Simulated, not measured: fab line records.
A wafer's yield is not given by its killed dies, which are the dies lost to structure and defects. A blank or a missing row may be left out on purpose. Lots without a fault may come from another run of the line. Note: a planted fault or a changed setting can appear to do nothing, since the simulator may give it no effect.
fab line records :: flow n5Finfet :: part 2 of 2: steps 20 to 26 of 26
record
  lots=5
  wafers=15
  lastDay=14
route steps=1938 shown TV_LITHO@1885 TV_OPEN@1887 PAD_METAL@1893 PASSIVATION@1897
lots that met no fault: from a run of the same line without faults
startH: the number of hours between the record's first day and the start of the first shown wafer of the lot :: waitH: hours from the lot's prior step to this one :: " unchanged from the row above :: L1.1+2: several wafers, shown together as one row :: - no value, or no start was given :: * or withheld: withheld :: < > ~ a bound
route shown NAME@n: NAME is a module with steps in the file, n the number in the route of the first one :: usual: average and standard deviation across the fault-free wafers :: same: alike in all rows :: chamber/n: place in a boat :: sites: per-site readings :: _std_site: standard deviation of those values :: _edge_site: mean of outer sites minus mean of inner sites :: radiusMm: for every site, how far away it sits from the centre of the wafer :: mask NAME#n: copy n :: behind: the most recent tool/chamber to have shaped the wafer :: hold: why the lot was held/for how many hours/how that ended :: device: the n, p or np transistor that did not switch :: end of line: the tests these same wafers got at the end of their route :: where a step has no rows: the recipe by itself :: killed: not the wafer's yield, but the dies lost to structure and defects at the first sort :: map: the dies of a wafer, with x for killed, . for not killed, _ for no die there
set.NAME: the run value of the setting; set.NAME@STEP: its run value at that earlier step :: model.NAME: the simulator's own value behind a step, which no gauge read
lots at selected steps of the route; one table per step, one row per wafer
services: a tool's chamber out of use, with start hour (startH, from the record's first day; less than 0 if before it), hours out, and reason
## steps
# step N5_PASSIVATION_HARDBAKE_31
# recipe
  tempC=130
  timeS=120
# usual
  chillPlateTempC=23.01/0.11
lot.wafer: L076.1
tool: lithoTrack-01
chamber: 0
startH: -
waitH: -
chillPlateTempC: 23.11

lot.wafer: L076.3
tool: lithoTrack-01
chamber: 0
startH: -
waitH: -
chillPlateTempC: 22.99

lot.wafer: L076.4
tool: lithoTrack-01
chamber: 0
startH: -
waitH: -
chillPlateTempC: 23.19

lot.wafer: L081.1
tool: lithoTrack-05
chamber: 0
startH: -
waitH: -
chillPlateTempC: 23.22

lot.wafer: L081.3
tool: lithoTrack-05
chamber: 0
startH: -
waitH: -
chillPlateTempC: 23.28

lot.wafer: L081.5
tool: lithoTrack-05
chamber: 0
startH: -
waitH: -
chillPlateTempC: 23.09

lot.wafer: L084.1
tool: lithoTrack-01
chamber: 0
startH: -
waitH: -
chillPlateTempC: 23.02

lot.wafer: L084.2
tool: lithoTrack-01
chamber: 0
startH: -
waitH: -
chillPlateTempC: 23.00

lot.wafer: L084.6
tool: lithoTrack-01
chamber: 0
startH: -
waitH: -
chillPlateTempC: 22.90

lot.wafer: L085.1
tool: lithoTrack-01
chamber: 0
startH: -
waitH: -
chillPlateTempC: 22.94

lot.wafer: L085.4
tool: lithoTrack-01
chamber: 0
startH: -
waitH: -
chillPlateTempC: 23.07

lot.wafer: L085.5
tool: lithoTrack-01
chamber: 0
startH: -
waitH: -
chillPlateTempC: 22.91

lot.wafer: L086.3
tool: lithoTrack-05
chamber: 0
startH: -
waitH: -
chillPlateTempC: 22.92

lot.wafer: L086.5
tool: lithoTrack-05
chamber: 0
startH: -
waitH: -
chillPlateTempC: 23.06

lot.wafer: L086.6
tool: lithoTrack-05
chamber: 0
startH: -
waitH: -
chillPlateTempC: 22.73
# step N5_PASSIVATION_CD_MEAS_30
# recipe
  targetCdNm=4000
  landingEnergyEv=500
  detector=seInlens
  polarity=opening
# usual
  cdNm=3999.7/2.2
# same
  landingEnergyEv=500
lot.wafer: L076.1
tool: cdSem-02
chamber: 0
startH: 250.74
waitH: -
cdNm: 3998.4

lot.wafer: L076.3
tool: cdSem-02
chamber: 0
startH: 250.74
waitH: -
cdNm: 3996.3

lot.wafer: L076.4
tool: cdSem-02
chamber: 0
startH: 250.74
waitH: -
cdNm: 3996.7

lot.wafer: L081.1
tool: cdSem-01
chamber: 0
startH: 292.10
waitH: -
cdNm: 4000.6

lot.wafer: L081.3
tool: cdSem-01
chamber: 0
startH: 292.10
waitH: -
cdNm: 3998.9

lot.wafer: L081.5
tool: cdSem-01
chamber: 0
startH: 292.10
waitH: -
cdNm: 4000.8

lot.wafer: L084.1
tool: cdSem-02
chamber: 0
startH: 299.47
waitH: -
cdNm: 3999.4

lot.wafer: L084.2
tool: cdSem-02
chamber: 0
startH: 299.47
waitH: -
cdNm: 4000.2

lot.wafer: L084.6
tool: cdSem-02
chamber: 0
startH: 299.47
waitH: -
cdNm: 3997.9

lot.wafer: L085.1
tool: cdSem-03
chamber: 0
startH: 312.75
waitH: -
cdNm: 3998.9

lot.wafer: L085.4
tool: cdSem-03
chamber: 0
startH: 312.75
waitH: -
cdNm: 3997.9

lot.wafer: L085.5
tool: cdSem-03
chamber: 0
startH: 312.75
waitH: -
cdNm: 3999.9

lot.wafer: L086.3
tool: cdSem-03
chamber: 0
startH: 322.59
waitH: -
cdNm: 4004.4

lot.wafer: L086.5
tool: cdSem-03
chamber: 0
startH: 322.59
waitH: -
cdNm: 4001.9

lot.wafer: L086.6
tool: cdSem-03
chamber: 0
startH: 322.59
waitH: -
cdNm: 4002.9
# step N5_PASSIVATION_OVL_MEAS_63
# recipe
  pointsPerWafer=44
# usual
  PAD_OVL=1/5
lot.wafer: L076.1
tool: overlay-01
chamber: 0
startH: 250.78
waitH: 0.0
PAD_OVL[nm]: -2

lot.wafer: L076.3
tool: overlay-01
chamber: 0
startH: 250.78
waitH: 0.0
PAD_OVL[nm]: -1

lot.wafer: L076.4
tool: overlay-01
chamber: 0
startH: 250.78
waitH: 0.0
PAD_OVL[nm]: -3

lot.wafer: L081.1
tool: overlay-01
chamber: 0
startH: 292.13
waitH: 0.0
PAD_OVL[nm]: -7

lot.wafer: L081.3
tool: overlay-01
chamber: 0
startH: 292.13
waitH: 0.0
PAD_OVL[nm]: -2

lot.wafer: L081.5
tool: overlay-01
chamber: 0
startH: 292.13
waitH: 0.0
PAD_OVL[nm]: -5

lot.wafer: L084.1
tool: overlay-02
chamber: 0
startH: 299.50
waitH: 0.0
PAD_OVL[nm]: 7

lot.wafer: L084.2
tool: overlay-02
chamber: 0
startH: 299.50
waitH: 0.0
PAD_OVL[nm]: 9

lot.wafer: L084.6
tool: overlay-02
chamber: 0
startH: 299.50
waitH: 0.0
PAD_OVL[nm]: 4

lot.wafer: L085.1
tool: overlay-02
chamber: 0
startH: 312.78
waitH: 0.0
PAD_OVL[nm]: 7

lot.wafer: L085.4
tool: overlay-02
chamber: 0
startH: 312.78
waitH: 0.0
PAD_OVL[nm]: 2

lot.wafer: L085.5
tool: overlay-02
chamber: 0
startH: 312.78
waitH: 0.0
PAD_OVL[nm]: 7

lot.wafer: L086.3
tool: overlay-01
chamber: 0
startH: 322.62
waitH: 0.0
PAD_OVL[nm]: -4

lot.wafer: L086.5
tool: overlay-01
chamber: 0
startH: 322.62
waitH: 0.0
PAD_OVL[nm]: 1

lot.wafer: L086.6
tool: overlay-01
chamber: 0
startH: 322.62
waitH: 0.0
PAD_OVL[nm]: 0
# step N5_PASSIVATION_INSPECT_64
# recipe
  mode=adi
  inspectInstrument=macro
# usual
  rawDefectCount=2.1/1.4
lot.wafer: L076.1
tool: defectInspect-01
chamber: -
startH: 250.80
waitH: 0.0
rawDefectCount: 1

lot.wafer: L076.3
tool: defectInspect-01
chamber: -
startH: 250.80
waitH: 0.0
rawDefectCount: 0

lot.wafer: L076.4
tool: defectInspect-01
chamber: -
startH: 250.80
waitH: 0.0
rawDefectCount: 2

lot.wafer: L081.1
tool: defectInspect-01
chamber: -
startH: 292.16
waitH: 0.0
rawDefectCount: 3

lot.wafer: L081.3
tool: defectInspect-01
chamber: -
startH: 292.16
waitH: 0.0
rawDefectCount: 4

lot.wafer: L081.5
tool: defectInspect-01
chamber: -
startH: 292.16
waitH: 0.0
rawDefectCount: 2

lot.wafer: L084.1
tool: defectInspect-02
chamber: -
startH: 299.52
waitH: 0.0
rawDefectCount: 0

lot.wafer: L084.2
tool: defectInspect-02
chamber: -
startH: 299.52
waitH: 0.0
rawDefectCount: 4

lot.wafer: L084.6
tool: defectInspect-02
chamber: -
startH: 299.52
waitH: 0.0
rawDefectCount: 0

lot.wafer: L085.1
tool: defectInspect-01
chamber: -
startH: 312.80
waitH: 0.0
rawDefectCount: 2

lot.wafer: L085.4
tool: defectInspect-01
chamber: -
startH: 312.80
waitH: 0.0
rawDefectCount: 3

lot.wafer: L085.5
tool: defectInspect-01
chamber: -
startH: 312.80
waitH: 0.0
rawDefectCount: 2

lot.wafer: L086.3
tool: defectInspect-02
chamber: -
startH: 322.64
waitH: 0.0
rawDefectCount: 2

lot.wafer: L086.5
tool: defectInspect-02
chamber: -
startH: 322.64
waitH: 0.0
rawDefectCount: 3

lot.wafer: L086.6
tool: defectInspect-02
chamber: -
startH: 322.64
waitH: 0.0
rawDefectCount: 2
# step N5_PASSIVATION_DESCUM_32
# recipe
  chemistry=O2
  timeS=7.9
  sourcePowerW=50
  biasPowerW=20
  pressureMtorr=20
  rfFrequencyHz=2.712e+07
  tempC=40
  o2FlowSccm=225
# usual
  chamberPressureMTorr=19.998/0.017
  drypumpMotorCurrentA=5.7/0.37
  oesProductAu=0.82/0.092
  rfVppV=243.5/1.4
  showerheadPlenumPTorr=2.10/0.075
  throttleValvePct=20.49/0.19
lot.wafer: L076.1
tool: rieDiel-04
chamber: 2
startH: 250.89
waitH: 0.1
chamberPressureMTorr: 20.018
drypumpMotorCurrentA: 6.4
oesProductAu: 0.71
rfHoursCounterH: 211
rfVppV: 242.4
showerheadPlenumPTorr: 1.98
throttleValvePct: 20.39

lot.wafer: L076.3
tool: rieDiel-04
chamber: 1
startH: 250.89
waitH: 0.1
chamberPressureMTorr: 20.025
drypumpMotorCurrentA: 5.4
oesProductAu: 0.85
rfHoursCounterH: 82
rfVppV: 244.4
showerheadPlenumPTorr: 2.10
throttleValvePct: 20.42

lot.wafer: L076.4
tool: rieDiel-04
chamber: 3
startH: 250.89
waitH: 0.1
chamberPressureMTorr: 20.013
drypumpMotorCurrentA: 5.6
oesProductAu: 0.71
rfHoursCounterH: 225
rfVppV: 244.1
showerheadPlenumPTorr: 2.07
throttleValvePct: 20.75

lot.wafer: L081.1
tool: rieDiel-02
chamber: 1
startH: 292.19
waitH: 0.0
chamberPressureMTorr: 20.022
drypumpMotorCurrentA: 5.6
oesProductAu: 0.70
rfHoursCounterH: 243
rfVppV: 243.6
showerheadPlenumPTorr: 2.17
throttleValvePct: 20.90

lot.wafer: L081.3
tool: rieDiel-02
chamber: 3
startH: 292.19
waitH: 0.0
chamberPressureMTorr: 19.975
drypumpMotorCurrentA: 5.8
oesProductAu: 0.79
rfHoursCounterH: 99
rfVppV: 244.8
showerheadPlenumPTorr: 2.22
throttleValvePct: 20.62

lot.wafer: L081.5
tool: rieDiel-02
chamber: 2
startH: 292.19
waitH: 0.0
chamberPressureMTorr: 20.003
drypumpMotorCurrentA: 5.0
oesProductAu: 0.68
rfHoursCounterH: -
rfVppV: 243.1
showerheadPlenumPTorr: 2.07
throttleValvePct: 20.59

lot.wafer: L084.1
tool: rieDiel-04
chamber: 0
startH: 299.92
waitH: 0.4
chamberPressureMTorr: 19.972
drypumpMotorCurrentA: 6.2
oesProductAu: 0.75
rfHoursCounterH: 150
rfVppV: 241.2
showerheadPlenumPTorr: 2.01
throttleValvePct: 20.56

lot.wafer: L084.2
tool: rieDiel-04
chamber: 3
startH: 299.92
waitH: 0.4
chamberPressureMTorr: 19.995
drypumpMotorCurrentA: 5.6
oesProductAu: 0.68
rfHoursCounterH: 244
rfVppV: 240.8
showerheadPlenumPTorr: 2.06
throttleValvePct: 20.76

lot.wafer: L084.6
tool: rieDiel-04
chamber: 2
startH: 299.92
waitH: 0.4
chamberPressureMTorr: 19.966
drypumpMotorCurrentA: 6.4
oesProductAu: 0.69
rfHoursCounterH: -
rfVppV: 241.9
showerheadPlenumPTorr: 1.98
throttleValvePct: 20.41

lot.wafer: L085.1
tool: rieDiel-02
chamber: 3
startH: 312.83
waitH: 0.0
chamberPressureMTorr: 20.030
drypumpMotorCurrentA: 5.8
oesProductAu: 0.79
rfHoursCounterH: 107
rfVppV: 244.0
showerheadPlenumPTorr: 2.21
throttleValvePct: 20.62

lot.wafer: L085.4
tool: rieDiel-02
chamber: 0
startH: 312.83
waitH: 0.0
chamberPressureMTorr: 20.007
drypumpMotorCurrentA: 5.3
oesProductAu: 0.82
rfHoursCounterH: -
rfVppV: 243.8
showerheadPlenumPTorr: 2.08
throttleValvePct: 20.56

lot.wafer: L085.5
tool: rieDiel-02
chamber: 3
startH: 312.83
waitH: 0.0
chamberPressureMTorr: 20.014
drypumpMotorCurrentA: 5.7
oesProductAu: 0.79
rfHoursCounterH: -
rfVppV: 243.3
showerheadPlenumPTorr: 2.22
throttleValvePct: 20.62

lot.wafer: L086.3
tool: rieDiel-04
chamber: 1
startH: 322.67
waitH: 0.0
chamberPressureMTorr: 19.976
drypumpMotorCurrentA: 5.4
oesProductAu: 0.82
rfHoursCounterH: 109
rfVppV: 244.0
showerheadPlenumPTorr: 2.10
throttleValvePct: 20.45

lot.wafer: L086.5
tool: rieDiel-04
chamber: 1
startH: 322.67
waitH: 0.0
chamberPressureMTorr: 19.972
drypumpMotorCurrentA: 5.4
oesProductAu: 0.81
rfHoursCounterH: -
rfVppV: 243.1
showerheadPlenumPTorr: 2.10
throttleValvePct: 20.45

lot.wafer: L086.6
tool: rieDiel-04
chamber: 0
startH: 322.67
waitH: 0.0
chamberPressureMTorr: 20.012
drypumpMotorCurrentA: 6.1
oesProductAu: 0.74
rfHoursCounterH: -
rfVppV: 241.7
showerheadPlenumPTorr: 2.01
throttleValvePct: 20.55
# step N5_PASSIVATION_AL_ETCH_33
# recipe
  chemistry=Cl2/BCl3
  targetDepthA=28000
  overEtchFrac=0.15
  Cl2_flow_sccm=180
  bcl3FlowSccm=60
  target=Al
  stopOn=TaN
  timeS=466.7
  ionEnergyEv=100
  pressureMtorr=10
  icpW=900
  biasW=100
# usual
  chamberPressureMTorr=9.999/0.0099
  drypumpMotorCurrentA=5.8/0.4
  oesProductAu=0.69/0.085
  throttleValvePct=34.37/0.28
lot.wafer: L076.1
tool: rieMetal-03
chamber: 0
startH: 250.97
waitH: 0.1
chamberPressureMTorr: 10.001
drypumpMotorCurrentA: 5.8
oesProductAu: 0.63
rfHoursCounterH: 80
throttleValvePct: 34.60

lot.wafer: L076.3
tool: rieMetal-03
chamber: 0
startH: 250.97
waitH: 0.1
chamberPressureMTorr: 10.018
drypumpMotorCurrentA: 5.8
oesProductAu: 0.63
rfHoursCounterH: -
throttleValvePct: 34.59

lot.wafer: L076.4
tool: rieMetal-03
chamber: 1
startH: 250.97
waitH: 0.1
chamberPressureMTorr: 9.992
drypumpMotorCurrentA: 5.7
oesProductAu: 0.80
rfHoursCounterH: -
throttleValvePct: 33.86

lot.wafer: L081.1
tool: rieMetal-01
chamber: 1
startH: 292.28
waitH: 0.1
chamberPressureMTorr: 10.002
drypumpMotorCurrentA: 6.5
oesProductAu: 0.60
rfHoursCounterH: 82
throttleValvePct: 34.50

lot.wafer: L081.3
tool: rieMetal-01
chamber: 0
startH: 292.28
waitH: 0.1
chamberPressureMTorr: 10.007
drypumpMotorCurrentA: 5.4
oesProductAu: 0.75
rfHoursCounterH: -
throttleValvePct: 34.27

lot.wafer: L081.5
tool: rieMetal-01
chamber: 1
startH: 292.28
waitH: 0.1
chamberPressureMTorr: 10.000
drypumpMotorCurrentA: 6.5
oesProductAu: 0.60
rfHoursCounterH: -
throttleValvePct: 34.49

lot.wafer: L084.1
tool: rieMetal-02
chamber: 1
startH: 300.01
waitH: 0.1
chamberPressureMTorr: 10.002
drypumpMotorCurrentA: 5.3
oesProductAu: 0.67
rfHoursCounterH: 53
throttleValvePct: 34.59

lot.wafer: L084.2
tool: rieMetal-02
chamber: 0
startH: 300.01
waitH: 0.1
chamberPressureMTorr: 10.009
drypumpMotorCurrentA: 5.9
oesProductAu: 0.57
rfHoursCounterH: 110
throttleValvePct: 34.36

lot.wafer: L084.6
tool: rieMetal-02
chamber: 0
startH: 300.01
waitH: 0.1
chamberPressureMTorr: 10.022
drypumpMotorCurrentA: 5.9
oesProductAu: 0.56
rfHoursCounterH: -
throttleValvePct: 34.38

lot.wafer: L085.1
tool: rieMetal-01
chamber: 0
startH: 312.92
waitH: 0.1
chamberPressureMTorr: 9.999
drypumpMotorCurrentA: 5.4
oesProductAu: 0.76
rfHoursCounterH: 21
throttleValvePct: 34.18

lot.wafer: L085.4
tool: rieMetal-01
chamber: 0
startH: 312.92
waitH: 0.1
chamberPressureMTorr: 10.004
drypumpMotorCurrentA: 5.4
oesProductAu: 0.77
rfHoursCounterH: -
throttleValvePct: 34.21

lot.wafer: L085.5
tool: rieMetal-01
chamber: 1
startH: 312.92
waitH: 0.1
chamberPressureMTorr: 10.009
drypumpMotorCurrentA: 6.5
oesProductAu: 0.63
rfHoursCounterH: -
throttleValvePct: 34.42

lot.wafer: L086.3
tool: rieMetal-03
chamber: 1
startH: 322.89
waitH: 0.2
chamberPressureMTorr: 9.993
drypumpMotorCurrentA: 5.7
oesProductAu: 0.77
rfHoursCounterH: -
throttleValvePct: 33.82

lot.wafer: L086.5
tool: rieMetal-03
chamber: 1
startH: 322.89
waitH: 0.2
chamberPressureMTorr: 9.990
drypumpMotorCurrentA: 5.7
oesProductAu: 0.77
rfHoursCounterH: -
throttleValvePct: 33.86

lot.wafer: L086.6
tool: rieMetal-03
chamber: 0
startH: 322.89
waitH: 0.2
chamberPressureMTorr: 9.973
drypumpMotorCurrentA: 5.7
oesProductAu: 0.62
rfHoursCounterH: -
throttleValvePct: 34.59
# step N5_PASSIVATION_ETCH_59
# recipe
  chemistry=Cl2/BCl3
  target=TaN
  targetDepthA=650
  timeS=34.9
  ionEnergyEv=100
  pressureMtorr=10
  icpW=900
  biasW=100
  Cl2_flow_sccm=60
  bcl3FlowSccm=30
# usual
  chamberPressureMTorr=10.001/0.0087
  drypumpMotorCurrentA=5.8/0.4
  oesProductAu=0.77/0.094
  throttleValvePct=21.20/0.28
lot.wafer: L076.1
tool: rieMetal-03
chamber: 0
startH: 251.37
waitH: 0.3
chamberPressureMTorr: 9.996
drypumpMotorCurrentA: 5.7
oesProductAu: 0.70
rfHoursCounterH: 81
throttleValvePct: 21.47

lot.wafer: L076.3
tool: rieMetal-03
chamber: 0
startH: 251.37
waitH: 0.3
chamberPressureMTorr: 10.003
drypumpMotorCurrentA: 5.7
oesProductAu: 0.71
rfHoursCounterH: -
throttleValvePct: 21.45

lot.wafer: L076.4
tool: rieMetal-03
chamber: 1
startH: 251.37
waitH: 0.3
chamberPressureMTorr: 10.004
drypumpMotorCurrentA: 5.7
oesProductAu: 0.88
rfHoursCounterH: -
throttleValvePct: 20.68

lot.wafer: L081.1
tool: rieMetal-01
chamber: 1
startH: 292.68
waitH: 0.3
chamberPressureMTorr: 10.000
drypumpMotorCurrentA: 6.5
oesProductAu: 0.68
rfHoursCounterH: 82
throttleValvePct: 21.32

lot.wafer: L081.3
tool: rieMetal-01
chamber: 0
startH: 292.68
waitH: 0.3
chamberPressureMTorr: 10.005
drypumpMotorCurrentA: 5.4
oesProductAu: 0.84
rfHoursCounterH: -
throttleValvePct: 21.04

lot.wafer: L081.5
tool: rieMetal-01
chamber: 1
startH: 292.68
waitH: 0.3
chamberPressureMTorr: 10.001
drypumpMotorCurrentA: 6.4
oesProductAu: 0.67
rfHoursCounterH: -
throttleValvePct: 21.33

lot.wafer: L084.1
tool: rieMetal-02
chamber: 1
startH: 300.41
waitH: 0.3
chamberPressureMTorr: 10.013
drypumpMotorCurrentA: 5.3
oesProductAu: 0.75
rfHoursCounterH: 53
throttleValvePct: 21.46

lot.wafer: L084.2
tool: rieMetal-02
chamber: 0
startH: 300.41
waitH: 0.3
chamberPressureMTorr: 9.998
drypumpMotorCurrentA: 5.9
oesProductAu: 0.62
rfHoursCounterH: 110
throttleValvePct: 21.33

lot.wafer: L084.6
tool: rieMetal-02
chamber: 0
startH: 300.41
waitH: 0.3
chamberPressureMTorr: 9.999
drypumpMotorCurrentA: 5.9
oesProductAu: 0.62
rfHoursCounterH: -
throttleValvePct: 21.32

lot.wafer: L085.1
tool: rieMetal-01
chamber: 0
startH: 313.32
waitH: 0.3
chamberPressureMTorr: 9.988
drypumpMotorCurrentA: 5.4
oesProductAu: 0.82
rfHoursCounterH: 22
throttleValvePct: 21.05

lot.wafer: L085.4
tool: rieMetal-01
chamber: 0
startH: 313.32
waitH: 0.3
chamberPressureMTorr: 9.986
drypumpMotorCurrentA: 5.4
oesProductAu: 0.82
rfHoursCounterH: -
throttleValvePct: 21.05

lot.wafer: L085.5
tool: rieMetal-01
chamber: 1
startH: 313.32
waitH: 0.3
chamberPressureMTorr: 10.009
drypumpMotorCurrentA: 6.4
oesProductAu: 0.66
rfHoursCounterH: -
throttleValvePct: 21.35

lot.wafer: L086.3
tool: rieMetal-03
chamber: 1
startH: 323.19
waitH: 0.2
chamberPressureMTorr: 9.994
drypumpMotorCurrentA: 5.7
oesProductAu: 0.86
rfHoursCounterH: -
throttleValvePct: 20.69

lot.wafer: L086.5
tool: rieMetal-03
chamber: 1
startH: 323.19
waitH: 0.2
chamberPressureMTorr: 9.998
drypumpMotorCurrentA: 5.7
oesProductAu: 0.86
rfHoursCounterH: -
throttleValvePct: 20.70

lot.wafer: L086.6
tool: rieMetal-03
chamber: 0
startH: 323.19
waitH: 0.2
chamberPressureMTorr: 9.997
drypumpMotorCurrentA: 5.8
oesProductAu: 0.70
rfHoursCounterH: -
throttleValvePct: 21.46
## services
tool: rieMetal-01
chamber: 1
startH: 225.19
hours: 7.6
kind: repair

tool: krfScanner-02
chamber: -
startH: 230.84
hours: 0.8
kind: pm

tool: rieDiel-03
chamber: 3
startH: 232.01
hours: 2.0
kind: repair

tool: krfScanner-02
chamber: -
startH: 238.52
hours: 0.2
kind: repair

tool: lithoTrack-05
chamber: -
startH: 239.93
hours: -
kind: consumableReplace:filter

tool: rieDiel-03
chamber: 3
startH: 245.09
hours: -
kind: clean

tool: rieDiel-03
chamber: 3
startH: 245.09
hours: -
kind: consumableReplace:focusRing

tool: rieDiel-03
chamber: 3
startH: 245.09
hours: 17.9
kind: scheduledDown

tool: rieDiel-03
chamber: 3
startH: 245.09
hours: 17.9
kind: ventCycle

tool: wetBench-01
chamber: -
startH: 250.39
hours: 1.3
kind: repair

tool: krfScanner-02
chamber: -
startH: 258.13
hours: 11.6
kind: pm

tool: rieDiel-02
chamber: 2
startH: 266.21
hours: 11.0
kind: repair

tool: rieDiel-03
chamber: 3
startH: 266.40
hours: 4.3
kind: repair

tool: rieMetal-02
chamber: 0
startH: 273.31
hours: 12.5
kind: repair

tool: rieDiel-04
chamber: -
startH: 279.19
hours: 1.3
kind: repair

tool: rieDiel-04
chamber: 2
startH: 280.55
hours: 4.1
kind: repair

tool: krfScanner-01
chamber: -
startH: 280.58
hours: 0.8
kind: pm

tool: pvdSputter-02
chamber: -
startH: 284.61
hours: 5.1
kind: repair

tool: rieDiel-05
chamber: 3
startH: 288.80
hours: 4.2
kind: repair

tool: rieDiel-03
chamber: 0
startH: 289.36
hours: 5.6
kind: repair

tool: krfScanner-01
chamber: -
startH: 302.66
hours: 1.0
kind: pm

tool: rieMetal-03
chamber: 0
startH: 302.78
hours: 1.7
kind: repair

tool: krfScanner-01
chamber: -
startH: 305.96
hours: 0.7
kind: repair

tool: krfScanner-02
chamber: -
startH: 321.41
hours: 4.4
kind: pm
